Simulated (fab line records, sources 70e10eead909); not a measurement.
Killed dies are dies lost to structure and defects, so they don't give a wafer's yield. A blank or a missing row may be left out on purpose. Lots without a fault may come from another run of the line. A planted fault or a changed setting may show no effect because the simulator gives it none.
fab line records | flow nand_harc
record lots=7 wafers=21 last_day=24
route steps=1159 shown A_CHANNEL_HOLE_D1@461
lots that met no fault: from a run of the same line without faults
start_h: hours from the record's first day to the start of the lot's first wafer shown | wait_h: hours since the lot's step before | " the same as in the row above | L1.1+2: a row that stands for several wafers | - no value, or no start given | * or withheld: withheld | < > ~ a bound
route shown NAME@n: a module of which the file shows steps, and the number in the route of the first | usual: mean/standard deviation of fault-free wafers | same: alike in all rows | chamber/n: place in a boat | sites: the reading at each site | _std_site: their standard deviation | _edge_site: outer sites' mean less inner sites' | radius_mm: how far each site lies from the wafer's centre | mask NAME#n: copy n | behind: the tool/chamber that last shaped the wafer | hold: why the lot was held/for how many hours/how that ended | device: the transistor (n, p or np) that didn't switch | end of line: the same wafers' tests at the end of the route | a step without rows: its recipe alone | killed: dies lost to structure and defects at the first sort, not the wafer's yield | map: a wafer's dies, x killed, . not, _ none there
set.NAME: the setting as run; set.NAME@STEP: as run at that earlier step | model.NAME: the simulator's own value behind a step, which no gauge read
lots at some steps of the route; a table a step, a row a wafer
services: from which hour (start_h, from the record's first day; less than 0 if before it) a tool's chamber was out of use, for how many hours, and why
## steps
# step NHARC_A_CHANNEL_HOLE_D1_DEVELOP_09
# recipe develop_time_s=35 dev_temp_c=23
# step NHARC_A_CHANNEL_HOLE_D1_CD_MEAS_10
# recipe target_cd_nm=100 landing_energy_ev=500
# usual cd_nm=100.0/0.5
# columns lot.wafer tool chamber start_h wait_h cd_nm
L817.1 cd_sem-01 0 213.88 - 100.3
L817.3 " 0 " " 100.1
L817.5 " 0 " " 100.5
L818.2 cd_sem-03 0 224.17 - 100.9
L818.3 " 0 " " 100.6
L818.5 " 0 " " 99.9
L819.1 cd_sem-01 0 226.02 - 99.9
L819.2 " 0 " " 100.0
L819.4 " 0 " " 100.0
L827.3 cd_sem-03 0 275.07 - 100.1
L827.4 " 0 " " 100.5
L827.6 " 0 " " 99.7
L832.2 cd_sem-01 0 295.22 - 100.2
L832.4 " 0 " " 100.1
L832.6 " 0 " " 100.5
L829.1 cd_sem-03 0 296.77 - 100.4
L829.3 " 0 " " 99.7
L829.6 " 0 " " 100.6
L830.1 cd_sem-02 0 298.68 - 99.8
L830.2 " 0 " " 99.6
L830.6 " 0 " " 100.3
# step NHARC_A_CHANNEL_HOLE_D1_OVL_MEAS_11
# usual overlay_x_nm=0.1/1 overlay_y_nm=0.0/0.91
# columns lot.wafer tool chamber start_h wait_h overlay_x_nm overlay_y_nm
L817.1 overlay-01 - 213.97 - -0.3 0.9
L817.3 " - " " -0.4 0.4
L817.5 " - " " -0.1 0.5
L818.2 overlay-01 - 224.26 - -1.3 -1.4
L818.3 " - " " -0.9 -0.5
L818.5 " - " " -0.3 -0.9
L819.1 overlay-02 - 226.11 - 0.2 1.9
L819.2 " - " " 0.3 0.9
L819.4 " - " " 0.2 1.6
L827.3 overlay-02 - 275.15 - -0.6 -0.6
L827.4 " - " " -0.7 -1.3
L827.6 " - " " -0.8 -1.0
L832.2 overlay-02 - 295.30 - 1.9 0.6
L832.4 " - " " 2.0 0.7
L832.6 " - " " 2.3 1.2
L829.1 overlay-01 - 296.85 - -0.6 -0.6
L829.3 " - " " -0.5 -0.1
L829.6 " - " " -1.1 -0.6
L830.1 overlay-01 - 298.77 - -0.2 -0.4
L830.2 " - " " 0.4 -0.9
L830.6 " - " " 0.0 -0.9
# step NHARC_A_CHANNEL_HOLE_D1_INSPECT_12
# usual raw_defect_count=5.4/2.6
# columns lot.wafer tool chamber start_h wait_h raw_defect_count
L817.1 defect_inspect-02 - 214.01 0.0 5
L817.3 " - " " 2
L817.5 " - " " 4
L818.2 defect_inspect-01 - 224.29 0.0 4
L818.3 " - " " 6
L818.5 " - " " 5
L819.1 defect_inspect-01 - 226.15 0.0 9
L819.2 " - " " 11
L819.4 " - " " 7
L827.3 defect_inspect-02 - 275.19 0.0 6
L827.4 " - " " 11
L827.6 " - " " 10
L832.2 defect_inspect-01 - 295.34 0.0 3
L832.4 " - " " 3
L832.6 " - " " 7
L829.1 defect_inspect-02 - 296.89 0.0 7
L829.3 " - " " 3
L829.6 " - " " 4
L830.1 defect_inspect-01 - 298.80 0.0 7
L830.2 " - " " 5
L830.6 " - " " 1
# step NHARC_A_CHANNEL_HOLE_D1_DESCUM_15
# recipe time_s=3 o2_flow_sccm=200 ar_flow_sccm=0 bias_power_w=0 chemistry=O2
# step NHARC_A_CHANNEL_HOLE_D1_ETCH_38
# recipe target_depth_a=390 over_etch_frac=0.3 time_s=65 ion_energy_ev=80 cf4_flow_sccm=150 ar_flow_sccm=0 rf_w=300 bias_w=100 chemistry=CF4
# step NHARC_A_CHANNEL_HOLE_D1_ETCH_39
# recipe target_depth_a=2600 over_etch_frac=0.3 time_s=325 ion_energy_ev=200 n2_flow_sccm=150 h2_flow_sccm=150 ar_flow_sccm=0 rf_w=400 bias_w=150 chemistry=N2/H2
# step NHARC_A_CHANNEL_HOLE_D1_ETCH_34
# recipe target_depth_a=1540 time_s=77 cf4_flow_sccm=100 chf3_flow_sccm=30 ar_flow_sccm=0 rf_w=500 bias_w=200 chemistry=CF4/CHF3
# step NHARC_A_CHANNEL_HOLE_D1_ETCH_16
# recipe target_depth_a=31000 over_etch_frac=0.3 time_s=806 ion_energy_ev=150 o2_flow_sccm=400 cos_flow_sccm=20 ar_flow_sccm=0 rf_w=500 bias_w=300 chemistry=O2/COS
# step NHARC_A_CHANNEL_HOLE_D1_CD_MEAS_18
# usual cd_nm=99.1/2.5
# columns lot.wafer tool chamber start_h wait_h cd_nm
L817.1 cd_sem-01 - 215.17 - 99.7
L817.3 " - " " 100.4
L817.5 " - " " 98.2
L818.2 cd_sem-01 - 225.46 - 104.5
L818.3 " - " " 96.8
L818.5 " - " " 98.2
L819.1 cd_sem-01 - 227.40 - 96.2
L819.2 " - " " 98.0
L819.4 " - " " 97.8
L827.3 cd_sem-02 - 276.36 - 96.5
L827.4 " - " " 97.1
L827.6 " - " " 97.3
L832.2 cd_sem-01 - 296.53 - 104.7
L832.4 " - " " 96.6
L832.6 " - " " 100.0
L829.1 cd_sem-02 - 298.06 - 99.5
L829.3 " - " " 98.1
L829.6 " - " " 99.1
L830.1 cd_sem-03 - 299.98 - 100.5
L830.2 " - " " 98.1
L830.6 " - " " 100.0
# step NHARC_A_CHANNEL_HOLE_D1_ETCH_19
# recipe bias_v=1200 source_w=2500 pressure_mtorr=15 time_s=34.5 ar_flow_sccm=375 c4f8_flow_sccm=28.8 o2_flow_sccm=96.2 temp_c=-20 target_depth_a=* chemistry=C4F8/O2/Ar
# usual bias_v=1200/12 c4f8_flow_sccm=28.80/0.089 drypump_motor_current_A=5.6/0.51 rf_fwd_power_W=2446/10 showerhead_plenum_p_Torr=3.82/0.11 throttle_valve_pct=37.038/0.0086
# columns lot.wafer tool chamber start_h wait_h bias_v c4f8_flow_sccm drypump_motor_current_A rf_fwd_power_W rf_hours_counter_h showerhead_plenum_p_Torr throttle_valve_pct
L817.1 har_etch-02 1 215.25 0.1 1192 28.80 5.1 2439 119 3.92 37.031
L817.3 " 0 " " 1207 28.89 5.2 2450 - 3.92 37.044
L817.5 " 0 " " 1217 28.93 5.1 2439 - 3.91 37.045
L818.2 har_etch-01 0 225.55 0.1 1185 28.91 5.7 2447 212 3.63 37.042
L818.3 " 1 " " 1200 28.94 6.3 2451 - 3.86 37.035
L818.5 " 0 " " 1197 28.92 5.7 2443 - 3.63 37.045
L819.2 har_etch-02 1 227.47 0.1 1216 28.68 5.0 2435 125 3.91 37.036
L819.1 " 0 " " 1198 28.77 5.2 2451 125 3.91 37.054
L819.4 " 1 " " 1204 28.83 5.0 2440 - 3.91 37.028
L827.3 har_etch-01 0 277.81 1.4 1203 28.70 5.7 2447 - 3.62 37.037
L827.4 " 1 " " 1188 28.74 6.3 2451 - 3.85 37.040
L827.6 " 1 " " 1190 28.79 6.4 2459 - 3.85 37.036
L832.2 har_etch-02 0 296.60 0.1 1192 28.79 5.2 2444 155 3.89 37.052
L832.4 " 1 " " 1228 28.58 5.1 2437 - 3.89 37.037
L832.6 " 0 " " 1190 28.76 5.2 2433 - 3.89 37.038
L829.1 har_etch-01 1 298.15 0.1 1191 28.99 6.3 2453 246 3.84 37.038
L829.3 " 1 " " 1191 28.79 6.3 2455 - 3.84 37.031
L829.6 " 1 " " 1194 28.90 6.4 2462 - 3.84 37.036
L830.1 har_etch-01 0 302.31 2.3 1210 28.83 5.7 2440 250 3.61 37.032
L830.2 " 1 " " 1218 28.87 6.3 2460 250 3.84 37.035
L830.6 " 0 " " 1217 28.94 5.7 2442 - 3.61 37.048
# step NHARC_A_CHANNEL_HOLE_D1_ETCH_20
# recipe bias_v=3000 source_w=withheld pressure_mtorr=20 time_s=361.9 ar_flow_sccm=375 c4f8_flow_sccm=89.3 o2_flow_sccm=35.7 temp_c=-20 target_depth_a=16000 chemistry=C4F8/O2/Ar
# usual c4f8_flow_sccm=89.29/0.27 chamber_pressure_mTorr=20.001/0.018 drypump_motor_current_A=5.6/0.51 showerhead_plenum_p_Torr=3.78/0.11 throttle_valve_pct=32.153/0.0095
# columns lot.wafer tool chamber start_h wait_h c4f8_flow_sccm chamber_pressure_mTorr drypump_motor_current_A rf_hours_counter_h showerhead_plenum_p_Torr throttle_valve_pct
L817.1 har_etch-02 1 215.36 0.1 89.16 19.965 5.0 119 3.86 32.155
L817.3 " 0 " " 89.80 20.002 5.2 - 3.87 32.171
L817.5 " 0 " " 89.48 20.001 5.2 - 3.87 32.159
L818.2 har_etch-01 0 225.67 0.1 89.42 19.973 5.8 212 3.60 32.156
L818.3 " 1 " " 88.81 20.039 6.3 - 3.81 32.174
L818.5 " 0 " " 89.67 20.015 5.8 - 3.60 32.149
L819.2 har_etch-02 1 227.58 0.1 89.36 20.018 5.1 125 3.86 32.145
L819.1 " 0 " " 89.49 20.044 5.3 125 3.86 32.155
L819.4 " 1 " " 89.10 19.998 5.0 - 3.86 32.147
L827.3 har_etch-01 0 277.99 0.2 88.45 19.982 5.7 - 3.58 32.150
L827.4 " 1 " " 89.57 19.976 6.3 - 3.80 32.147
L827.6 " 1 " " 89.46 19.997 6.3 - 3.80 32.147
L832.2 har_etch-02 0 296.71 0.1 88.95 19.996 5.2 155 3.84 32.123
L832.4 " 1 " " 89.49 20.004 5.0 - 3.84 32.164
L832.6 " 0 " " 89.40 20.028 5.2 - 3.85 32.154
L829.1 har_etch-01 1 298.29 0.1 88.85 20.013 6.3 246 3.79 32.162
L829.3 " 1 " " 89.36 20.018 6.4 - 3.79 32.156
L829.6 " 1 " " 89.29 20.005 6.3 - 3.79 32.156
L830.1 har_etch-01 0 302.42 0.1 89.59 20.009 5.8 250 3.58 32.169
L830.2 " 1 " " 89.80 20.012 6.3 250 3.79 32.144
L830.6 " 0 " " 89.06 20.012 5.8 - 3.58 32.151
# step NHARC_A_CHANNEL_HOLE_D1_ETCH_21
# recipe bias_v=3000 source_w=withheld pressure_mtorr=20 time_s=514.3 ar_flow_sccm=375 c4f8_flow_sccm=89.3 o2_flow_sccm=35.7 temp_c=-20 target_depth_a=16000 chemistry=C4F8/O2/Ar
# usual c4f8_flow_sccm=89.29/0.27 chamber_pressure_mTorr=20.003/0.018 drypump_motor_current_A=5.6/0.51 showerhead_plenum_p_Torr=3.78/0.11 throttle_valve_pct=32.155/0.0084
# columns lot.wafer tool chamber start_h wait_h c4f8_flow_sccm chamber_pressure_mTorr drypump_motor_current_A rf_hours_counter_h showerhead_plenum_p_Torr throttle_valve_pct
L817.1 har_etch-02 1 215.67 0.3 - - - - - -
L817.3 " 0 " " - - - - - -
L817.5 " 0 " " - - - - - -
L818.2 har_etch-01 0 225.98 0.3 - - - - - -
L818.3 " 1 " " - - - - - -
L818.5 " 0 " " - - - - - -
L819.2 har_etch-02 1 227.90 0.3 - - - - - -
L819.1 " 0 " " - - - - - -
L819.4 " 1 " " - - - - - -
L827.3 har_etch-01 0 278.34 0.3 89.47 20.021 5.7 - 3.58 32.167
L827.4 " 1 " " 88.95 19.968 6.3 - 3.80 32.159
L827.6 " 1 " " 89.43 20.005 6.3 - 3.80 32.162
L832.2 har_etch-02 0 297.03 0.3 89.38 19.994 5.2 155 3.85 32.151
L832.4 " 1 " " 88.98 19.991 5.0 - 3.85 32.150
L832.6 " 0 " " 89.14 19.997 5.2 - 3.84 32.160
L829.1 har_etch-01 1 298.63 0.3 89.44 19.976 6.4 246 3.79 32.159
L829.3 " 1 " " 89.30 20.007 6.3 - 3.79 32.164
L829.6 " 1 " " 89.21 20.027 6.3 - 3.79 32.144
L830.1 har_etch-01 0 302.73 0.3 89.70 20.024 5.7 250 3.58 32.154
L830.2 " 1 " " 89.38 19.990 6.3 250 3.79 32.158
L830.6 " 0 " " 89.04 20.033 5.7 - 3.58 32.141
# step NHARC_A_CHANNEL_HOLE_D1_ETCH_22
# recipe bias_v=3000 source_w=withheld pressure_mtorr=20 time_s=666.7 ar_flow_sccm=375 c4f8_flow_sccm=89.3 o2_flow_sccm=35.7 temp_c=-20 target_depth_a=16000 chemistry=C4F8/O2/Ar
# usual c4f8_flow_sccm=89.33/0.29 chamber_pressure_mTorr=20.001/0.019 drypump_motor_current_A=5.6/0.51 showerhead_plenum_p_Torr=3.78/0.11 throttle_valve_pct=32.154/0.0094
# columns lot.wafer tool chamber start_h wait_h c4f8_flow_sccm chamber_pressure_mTorr drypump_motor_current_A rf_hours_counter_h showerhead_plenum_p_Torr throttle_valve_pct
L817.1 har_etch-02 1 216.12 0.4 89.86 19.982 5.0 120 3.86 32.138
L817.3 " 0 " " 88.90 19.998 5.2 - 3.87 32.171
L817.5 " 0 " " 89.15 19.980 5.2 - 3.87 32.153
L818.2 har_etch-01 0 226.42 0.4 89.22 19.991 5.8 213 3.60 32.158
L818.3 " 1 " " 89.57 19.989 6.3 - 3.81 32.144
L818.5 " 0 " " 89.56 19.999 5.8 - 3.60 32.142
L819.2 har_etch-02 1 228.34 0.4 89.38 20.003 5.0 126 3.86 32.148
L819.1 " 0 " " 89.63 20.001 5.2 126 3.86 32.136
L819.4 " 1 " " 89.47 20.044 5.0 - 3.86 32.159
L827.3 har_etch-01 0 278.82 0.4 89.32 19.962 5.7 - 3.58 32.151
L827.4 " 1 " " 89.53 20.036 6.3 - 3.80 32.161
L827.6 " 1 " " 89.45 20.013 6.3 - 3.80 32.168
L832.2 har_etch-02 0 297.47 0.4 89.22 19.990 5.2 156 3.84 32.169
L832.4 " 1 " " 89.47 19.983 5.0 - 3.84 32.145
L832.6 " 0 " " 89.06 20.023 5.2 - 3.84 32.155
L829.1 har_etch-01 1 299.09 0.4 89.65 20.020 6.3 247 3.79 32.165
L829.3 " 1 " " 88.89 20.031 6.3 - 3.79 32.145
L829.6 " 1 " " 88.93 19.992 6.3 - 3.79 32.164
L830.1 har_etch-01 0 303.18 0.4 89.38 19.972 5.7 251 3.58 32.153
L830.2 " 1 " " 89.25 19.987 6.3 251 3.79 32.151
L830.6 " 0 " " 89.78 20.004 5.8 - 3.58 32.175
# step NHARC_A_CHANNEL_HOLE_D1_ETCH_23
# recipe bias_v=5000 source_w=withheld pressure_mtorr=20 time_s=819 ar_flow_sccm=375 c4f8_flow_sccm=89.3 o2_flow_sccm=35.7 temp_c=-20 target_depth_a=16000 chemistry=C4F8/O2/Ar
# step NHARC_A_CHANNEL_HOLE_D1_ETCH_24
# recipe bias_v=5000 source_w=withheld pressure_mtorr=20 time_s=906.2 ar_flow_sccm=375 c4f8_flow_sccm=93.8 o2_flow_sccm=31.2 temp_c=-20 target_depth_a=15000 chemistry=C4F8/O2/Ar
# usual c4f8_flow_sccm=93.83/0.26 chamber_pressure_mTorr=20.001/0.019 drypump_motor_current_A=5.6/0.51 showerhead_plenum_p_Torr=3.77/0.11 throttle_valve_pct=32.236/0.0088
# columns lot.wafer tool chamber start_h wait_h c4f8_flow_sccm chamber_pressure_mTorr drypump_motor_current_A rf_hours_counter_h showerhead_plenum_p_Torr throttle_valve_pct
L817.1 har_etch-02 1 217.36 0.6 94.66 20.000 5.0 121 3.86 32.237
L817.3 " 0 " " 93.57 19.998 5.2 - 3.86 32.246
L817.5 " 0 " " 93.58 19.990 5.2 - 3.86 32.241
L818.2 har_etch-01 0 227.69 0.6 94.17 19.999 5.7 214 3.59 32.246
L818.3 " 1 " " 94.04 20.000 6.3 - 3.81 32.232
L818.5 " 0 " " 93.90 19.977 5.7 - 3.59 32.239
L819.2 har_etch-02 1 229.60 0.6 93.98 20.009 5.0 127 3.86 32.235
L819.1 " 0 " " 93.61 20.015 5.2 127 3.86 32.230
L819.4 " 1 " " 94.14 20.006 5.0 - 3.86 32.244
L827.3 har_etch-01 0 280.14 0.6 93.76 20.012 5.7 - 3.58 32.256
L827.4 " 1 " " 93.88 19.960 6.3 - 3.79 32.232
L827.6 " 1 " " 94.22 19.982 6.3 - 3.79 32.238
L832.2 har_etch-02 0 298.73 0.6 93.63 19.976 5.2 157 3.84 32.243
L832.4 " 1 " " 93.66 19.992 5.0 - 3.84 32.229
L832.6 " 0 " " 93.63 19.989 5.2 - 3.84 32.231
L829.1 har_etch-01 1 300.38 0.6 93.89 19.989 6.4 248 3.79 32.229
L829.3 " 1 " " 94.25 20.015 6.3 - 3.79 32.221
L829.6 " 1 " " 93.91 19.990 6.4 - 3.79 32.241
L830.1 har_etch-01 0 304.45 0.6 93.70 19.998 5.7 252 3.57 32.247
L830.2 " 1 " " 93.98 19.975 6.4 252 3.79 32.223
L830.6 " 0 " " 93.67 20.019 5.8 - 3.57 32.240
# step NHARC_A_CHANNEL_HOLE_D1_ETCH_25
# recipe bias_v=5000 source_w=withheld pressure_mtorr=20 time_s=1040.2 ar_flow_sccm=375 c4f8_flow_sccm=93.8 o2_flow_sccm=31.2 temp_c=-20 target_depth_a=15000 chemistry=C4F8/O2/Ar
# step NHARC_A_CHANNEL_HOLE_D1_ETCH_26
# recipe bias_v=300 source_w=2000 pressure_mtorr=30 time_s=224.1 ar_flow_sccm=375 c4f8_flow_sccm=11.4 o2_flow_sccm=113.6 temp_c=-20 target_depth_a=3000 chemistry=C4F8/O2/Ar
# step NHARC_A_CHANNEL_HOLE_D1_ETCH_33
# recipe bias_v=400 source_w=2000 pressure_mtorr=25 time_s=90 ar_flow_sccm=375 c4f8_flow_sccm=41.7 o2_flow_sccm=83.3 temp_c=-20 target_depth_a=4000 chemistry=C4F8/O2/Ar
# usual bias_v=399/3.9 c4f8_flow_sccm=41.70/0.12 drypump_motor_current_A=5.6/0.51 rf_fwd_power_W=1987/6.5 showerhead_plenum_p_Torr=3.82/0.11 throttle_valve_pct=27.620/0.0092
# columns lot.wafer tool chamber start_h wait_h bias_v c4f8_flow_sccm drypump_motor_current_A rf_fwd_power_W rf_hours_counter_h showerhead_plenum_p_Torr throttle_valve_pct
L817.1 har_etch-02 1 219.19 0.2 401 41.74 5.0 1983 123 3.91 27.630
L817.3 " 0 " " 394 41.50 5.2 1985 - 3.91 27.603
L817.5 " 0 " " 396 41.62 5.2 1990 - 3.91 27.630
L818.2 har_etch-01 0 229.55 0.2 399 41.57 5.8 1991 216 3.63 27.602
L818.3 " 1 " " 401 41.64 6.4 1989 - 3.85 27.623
L818.5 " 0 " " 390 41.59 5.7 1990 - 3.63 27.611
L819.2 har_etch-02 1 231.46 0.2 401 41.82 5.0 1982 129 3.90 27.608
L819.1 " 0 " " 398 41.54 5.2 1986 129 3.91 27.617
L819.4 " 1 " " 400 41.83 5.0 1985 - 3.91 27.620
L827.3 har_etch-01 0 281.80 0.2 398 41.78 5.8 1982 - 3.62 27.646
L827.4 " 1 " " 397 41.67 6.3 1990 - 3.84 27.606
L827.6 " 1 " " 398 41.79 6.3 1989 - 3.84 27.622
L832.2 har_etch-02 0 300.58 0.2 401 41.55 5.2 1996 159 3.89 27.609
L832.4 " 1 " " 399 41.84 5.0 1975 - 3.89 27.600
L832.6 " 0 " " 403 41.62 5.2 1980 - 3.89 27.607
L829.1 har_etch-01 1 302.15 0.2 396 41.55 6.3 2005 250 3.83 27.626
L829.3 " 1 " " 399 41.68 6.3 2007 - 3.83 27.621
L829.6 " 1 " " 399 41.75 6.3 1994 - 3.84 27.611
L830.1 har_etch-01 0 306.29 0.2 396 41.61 5.7 1984 254 3.61 27.618
L830.2 " 1 " " 394 41.40 6.3 1987 254 3.83 27.609
L830.6 " 0 " " 392 41.91 5.8 1997 - 3.61 27.617
# step NHARC_A_CHANNEL_HOLE_D1_STRIP_41
# recipe n2_flow_sccm=150 h2_flow_sccm=150 ar_flow_sccm=0 bias_w=0 chemistry=N2/H2
# step NHARC_A_CHANNEL_HOLE_D1_STRIP_42
# recipe cf4_flow_sccm=100 chf3_flow_sccm=30 ar_flow_sccm=0 bias_w=0 chemistry=CF4/CHF3
# step NHARC_A_CHANNEL_HOLE_D1_STRIP_43
# recipe o2_flow_sccm=400 cos_flow_sccm=20 ar_flow_sccm=0 bias_w=0 chemistry=O2/COS
# step NHARC_A_CHANNEL_HOLE_D1_ETCH_44
# recipe target_depth_a=1400 overetch_a=140 time_s=77 ion_energy_ev=100 cf4_flow_sccm=80 o2_flow_sccm=20 ar_flow_sccm=0 rf_w=300 bias_w=100 chemistry=CF4/O2
# usual bias_w=99.97/0.3 cf4_flow_sccm=80.01/0.24 drypump_motor_current_A=5.9/0.48 oes_product_au=0.991/0.0079 rf_fwd_power_W=297.4/1.4 rf_vpp_V=198.1/1.5 showerhead_plenum_p_Torr=1.35/0.064 throttle_valve_pct=13.398/0.01
# columns lot.wafer tool chamber start_h wait_h bias_w cf4_flow_sccm drypump_motor_current_A oes_product_au rf_fwd_power_W rf_hours_counter_h rf_vpp_V showerhead_plenum_p_Torr throttle_valve_pct model.A_CHANNEL_HOLE_D1.cd_nm
L817.1 rie_diel-06 1 220.73 0.1 100.05 79.90 6.1 0.984 298.2 11 194.5 1.26 13.393 99.48
L817.3 " 3 " " 99.52 79.88 6.5 0.991 299.9 9 198.6 1.38 13.396 100.2
L817.5 " 2 " " 100.01 79.80 5.2 0.992 297.4 - 199.6 1.43 13.409 98.21
L818.2 rie_diel-12 1 230.30 0.1 100.28 79.81 5.2 1.003 296.9 1 198.5 1.40 13.401 104.7
L818.3 " 3 " " 100.11 80.13 6.3 0.987 297.0 2 196.9 1.30 13.406 96.56
L818.5 " 1 " " 99.95 79.99 5.2 0.997 296.5 - 200.1 1.40 13.403 98.24
L819.1 rie_diel-06 2 232.20 0.1 100.35 79.53 5.2 1.006 297.7 11 198.6 1.42 13.410 96.46
L819.2 " 3 " " 99.95 80.08 6.5 0.998 299.2 10 197.6 1.38 13.395 98.09
L819.4 " 1 " " 100.15 79.69 6.2 0.985 298.1 12 195.4 1.26 13.408 2.074
L827.3 rie_diel-06 3 282.54 0.1 100.75 80.11 6.5 0.991 298.0 2 199.8 1.38 13.390 90.69
L827.4 " 1 " " 99.62 80.32 6.2 0.983 297.5 - 196.4 1.25 13.402 91.7
L827.6 " 3 " " 99.93 79.95 6.5 0.986 297.7 - 199.0 1.38 13.393 90.28
L832.4 rie_diel-06 0 301.33 0.0 99.96 80.33 6.5 1.004 298.5 2 194.8 1.26 13.396 92.16
L832.2 " 2 " " 100.35 79.72 5.2 0.983 298.6 3 198.2 1.42 13.395 90.16
L832.6 " 1 " " 100.28 79.67 6.2 0.990 297.7 - 196.5 1.25 13.386 91.67
L829.1 rie_diel-12 1 302.90 0.1 99.99 79.91 5.2 0.990 295.6 6 199.2 1.40 13.400 89.63
L829.3 " 0 " " 100.10 80.01 5.6 0.988 296.8 7 197.6 1.32 13.391 89.04
L829.6 " 2 " " 99.90 79.97 5.8 0.979 296.2 - 200.1 1.43 13.395 89.91
L830.1 rie_diel-12 3 307.09 0.1 100.25 79.76 6.3 0.974 296.9 8 196.6 1.30 13.401 87.72
L830.2 " 0 " " 99.72 79.73 5.6 0.986 295.0 7 198.0 1.32 13.404 87.76
L830.6 " 3 " " 99.76 79.97 6.3 0.979 295.2 - 196.7 1.30 13.393 88.32
# step NHARC_A_CHANNEL_HOLE_D1_STRIP_27
# recipe o2_flow_sccm=500 ar_flow_sccm=0 bias_w=0 chemistry=O2
# step NHARC_A_CHANNEL_HOLE_D1_PRECLEAN_28
# recipe time_s=* temp_c=50 bath_age_min=0 chemistry=SC1
# step NHARC_A_CHANNEL_HOLE_D1_SRD_29
# step NHARC_A_CHANNEL_HOLE_D1_CD_MEAS_30
# usual cd_nm=89.4/1.5
# columns lot.wafer tool chamber start_h wait_h cd_nm
L817.1 cd_sem-02 - 221.53 - 1.3
L817.3 " - " " -0.2
L817.5 " - " " 0.3
L818.2 cd_sem-02 - 231.10 - 0.3
L818.3 " - " " -0.1
L818.5 " - " " 0.0
L819.1 cd_sem-01 - 233.00 - 0.2
L819.2 " - " " 0.6
L819.4 " - " " 1.6
L827.3 cd_sem-02 - 283.45 - 91.2
L827.4 " - " " 91.1
L827.6 " - " " 90.5
L832.2 cd_sem-02 - 302.13 - 90.0
L832.4 " - " " 91.4
L832.6 " - " " 91.8
L829.1 cd_sem-02 - 303.81 - 90.3
L829.3 " - " " 89.4
L829.6 " - " " 90.5
L830.1 cd_sem-01 - 307.99 - 87.1
L830.2 " - " " 87.2
L830.6 " - " " 87.8
# step NHARC_A_CHANNEL_HOLE_D1_XSEM_31
# recipe landing_energy_ev=35000
# usual bot_cd_nm=74.0/1.7 bow_nm=8.50/0.26 tilt_deg=0.09/0.042
# columns lot.wafer tool chamber start_h wait_h bot_cd_nm bow_nm tilt_deg
L817.1 xsem-02 0 221.62 0.1 1.9 0.37 0.09
L817.3 " 0 " " 0.8 0.37 0.09
L817.5 " 0 " " 1.2 0.37 0.09
L818.2 xsem-01 0 231.20 0.1 0.0 0.01 0.09
L818.3 " 0 " " 0.0 0.01 0.09
L818.5 " 0 " " 0.0 0.01 0.09
L819.1 xsem-02 0 233.09 0.1 0.0 0.51 0.19
L819.2 " 0 " " 0.2 0.50 0.19
L819.4 " 0 " " 1.6 0.50 0.19
L827.3 xsem-02 0 283.54 0.1 75.5 8.64 0.12
L827.4 " 0 " " 76.4 8.79 0.12
L827.6 " 0 " " 74.3 8.81 0.12
L832.2 xsem-01 0 302.21 0.1 75.0 8.61 0.01
L832.4 " 0 " " 76.0 8.63 0.02
L832.6 " 0 " " 75.7 8.71 0.01
L829.1 xsem-01 0 303.90 0.1 75.2 8.10 0.05
L829.3 " 0 " " 73.6 8.06 0.06
L829.6 " 0 " " 75.4 8.15 0.06
L830.1 xsem-01 0 308.08 0.1 72.6 8.73 0.11
L830.2 " 0 " " 71.9 8.82 0.11
L830.6 " 0 " " 73.1 8.71 0.11
# step NHARC_A_CHANNEL_HOLE_D1_INSPECT_40
# usual raw_defect_count=63/15
# columns lot.wafer tool chamber start_h wait_h raw_defect_count
L817.1 defect_inspect-02 - 221.72 - 63
L817.3 " - " " 87
L817.5 " - " " 42
L818.2 defect_inspect-01 - 231.29 - 50
L818.3 " - " " 70
L818.5 " - " " 61
L819.1 defect_inspect-02 - 233.19 - 51
L819.2 " - " " 47
L819.4 " - " " 67
L827.3 defect_inspect-02 - 283.63 - 54
L827.4 " - " " 69
L827.6 " - " " 63
L832.2 defect_inspect-01 - 302.31 - 52
L832.4 " - " " 57
L832.6 " - " " 73
L829.1 defect_inspect-01 - 304.00 - 77
L829.3 " - " " 82
L829.6 " - " " 73
L830.1 defect_inspect-01 - 308.18 - 112
L830.2 " - " " 76
L830.6 " - " " 92
## services
# columns tool chamber start_h hours kind
rie_diel-06 0 195.74 - clean
rie_diel-06 1 195.74 - clean
rie_diel-06 2 195.74 - clean
rie_diel-06 3 195.74 - clean
rie_diel-12 - 202.40 9.0 pm
rie_diel-12 1 215.93 10.7 repair
rie_diel-06 0 220.28 - clean
rie_diel-06 1 220.28 - clean
rie_diel-06 2 220.28 - clean
rie_diel-06 3 220.28 - clean
rie_diel-12 - 238.33 0.8 repair
rie_diel-06 - 241.20 9.0 pm
rie_diel-06 0 241.20 9.0 vent_cycle
rie_diel-06 1 241.20 9.0 vent_cycle
rie_diel-06 2 241.20 9.0 vent_cycle
rie_diel-12 1 265.36 1.6 repair
rie_diel-06 1 269.60 12.1 repair
rie_diel-12 1 274.49 2.8 repair
rie_diel-06 0 276.47 9.6 repair
rie_diel-12 3 301.25 3.0 repair
xsem-02 - 302.00 14.0 pm
har_etch-01 - 306.48 17.0 pm
har_etch-01 0 306.48 17.0 vent_cycle
har_etch-01 1 306.48 17.0 vent_cycle
## key
first_sign step=NHARC_A_CHANNEL_HOLE_D1_ETCH_21 reading=tool_record direction=missing
effect step=NHARC_A_CHANNEL_HOLE_D1_CD_MEAS_30 reading=cd_nm direction=down sigmas=57 usual=89.4 struck=0.4
effect step=NHARC_A_CHANNEL_HOLE_D1_XSEM_31 reading=bot_cd_nm direction=down sigmas=44 usual=74.0 struck=0.6
model_effect step=NHARC_A_CHANNEL_HOLE_D1_ETCH_44 value=A_CHANNEL_HOLE_D1.cd_nm without=89.59 struck=88.23
met_at NHARC_A_CHANNEL_HOLE_D1_ETCH_21
struck_wafers L817.1,L817.3,L817.5,L818.2,L818.3,L818.5,L819.1,L819.2,L819.4
later_rows_left_out L817.1,L817.3,L817.5,L818.2,L818.3,L818.5,L819.1,L819.2,L819.4
sort_left_out L817.1,L817.3,L817.5,L818.2,L818.3,L818.5,L819.1,L819.2,L819.4
tester_left_out L817,L818,L819
fault kind=skipped_step_whole tool=har_etch-01,har_etch-02 chamber=- onset_h=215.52 steps=NHARC_A_CHANNEL_HOLE_D1_ETCH_21 scope=struck_lots_only
# tester_left_out: of these lots the tester's yield and bins aren't shown, on N5 and GAA mostly nor the transistor test; their killed dies are dies lost to structure and defects alone, not to doping, threshold or leakage, so they don't give the yield
# sort_left_out: the simulated sort isn't trusted on such a fault, so these wafers' sort isn't shown, and their yield isn't known
# later_rows_left_out: the simulator's readings of these wafers behind a module that went badly wrong aren't trusted and aren't shown, but for the sort
